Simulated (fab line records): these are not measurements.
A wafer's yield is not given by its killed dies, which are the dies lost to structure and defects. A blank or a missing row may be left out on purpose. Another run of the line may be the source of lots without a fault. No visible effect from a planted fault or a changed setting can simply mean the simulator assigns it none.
Struck lot and sound lot, side by side | flow nandHarc | 18 steps out of a route of 1302
Sound: the wafers L866.3, L866.4, L866.6. The struck wafers were L874.1, L874.2, L874.5. The cause comes at the end.
Per side, at each step with rows, come the tool, then ch with its chambers, and then its first start. Under that, the readings that differ: sound wafers | struck wafers | difference of the means | sigmas: that difference in standard deviations of wafers without a fault.
alike: readings with means less than 2 such deviations apart, plus words and numbers identical on both sides. not compared: withheld readings, readings lacking a value on some wafer, bounds such as >300 that could conceal the same value, and numbers that have no deviation in the record and whose values overlap.
Wherever a step has rows on one side only, a row that says differs or no value, or a row with sigmas, the two part there. Numbers that have no deviation but don't overlap get no sigmas and don't part them. Lack of a reading on every wafer of one side parts them only where that side has two or more wafers.

NHARC_P_GATE_CD_MEAS_46: the cd target is 720 nm.
  sound on cdSem-01 ch 0, day 6 18:06; struck on cdSem-02 ch 0, day 10 03:05
  alike: cdNm
then, 1 step without rows for these wafers: NHARC_P_GATE_HARDBAKE_47 (time 80 s).
NHARC_P_GATE_DESCUM_48: chemistry O2, time 3 s.
  sound on rieDiel-07 ch 0,1, day 6 18:16; struck on rieDiel-05 ch 1,2, day 10 03:14
  alike: drypumpMotorCurrentA, mfcArSccm, oesProductAu, rfVppV, showerheadPlenumPTorr, throttleValvePct
  not compared: rfHoursCounterH
then, 1 step without rows for these wafers: NHARC_P_GATE_IMPLANT_49.
NHARC_P_GATE_STRIP_111: strips in N2/H2, time 250 s.
  sound on plasmaAsher-02 ch 0,1, day 6 18:44; struck on plasmaAsher-02 ch 0,1, day 10 03:37
  alike: drypumpMotorCurrentA, heaterPowerW, tempC
  not compared: rfHoursCounterH
NHARC_P_GATE_STRIP_75: strips in O2.
  sound on plasmaAsher-02 ch 0,1, day 6 18:58; struck on plasmaAsher-02 ch 0,1, day 10 03:55
  alike: drypumpMotorCurrentA, heaterPowerW, tempC
  not compared: rfHoursCounterH
then, 6 steps without rows for these wafers: NHARC_P_GATE_STRIP_50 (strips in SPM, time 900 s); NHARC_P_GATE_DEHYDRATE_51 (time 120 s); NHARC_P_GATE_HMDS_52 (time 30 s); NHARC_P_GATE_COAT_53; NHARC_P_GATE_SOFTBAKE_54 (time 95 s); NHARC_P_GATE_EBR_55.
NHARC_P_GATE_EXPOSE_56: exposes mask P PSD, target cd 720 nm.
  sound on krfScanner-02 ch 0, day 6 19:36; struck on krfScanner-04 ch 0, day 10 04:41
reading | sound                   | struck                           | difference | sigmas
mask    | P_PSD#0 P_PSD#0 P_PSD#0 | P_PSD_R1#0 P_PSD_R1#0 P_PSD_R1#0 | differs    | 
then, 2 steps without rows for these wafers: NHARC_P_GATE_PEB_57 (peb time 85 s); NHARC_P_GATE_DEVELOP_58 (time 70 s).
NHARC_P_GATE_CD_MEAS_59: the cd target is 720 nm.
  sound on cdSem-02 ch 0, day 6 19:45; struck on cdSem-02 ch 0, day 10 04:51
reading   | sound             | struck            | difference | sigmas
cdNm (nm) | 721.3 721.1 720.8 | 727.7 727.4 729.2 | +7.0       | +5
then, 1 step without rows for these wafers: NHARC_P_GATE_HARDBAKE_60 (time 80 s).
-- the record jumps here: 19 days lie between the struck wafers' starts before and after (it left off in module P_GATE and takes up again in module END, whose first step shown is number 1302 of the route) --
NHARC_END_SORT_01:
  here the record holds rows for the struck wafers (prober-01 ch 0, day 29 08:47) but none for the sound ones

WHERE THEY PART
Earliest at NHARC_P_GATE_EXPOSE_56; latest, in this record, at NHARC_END_SORT_01.

WHY: whatever the simulator had introduced
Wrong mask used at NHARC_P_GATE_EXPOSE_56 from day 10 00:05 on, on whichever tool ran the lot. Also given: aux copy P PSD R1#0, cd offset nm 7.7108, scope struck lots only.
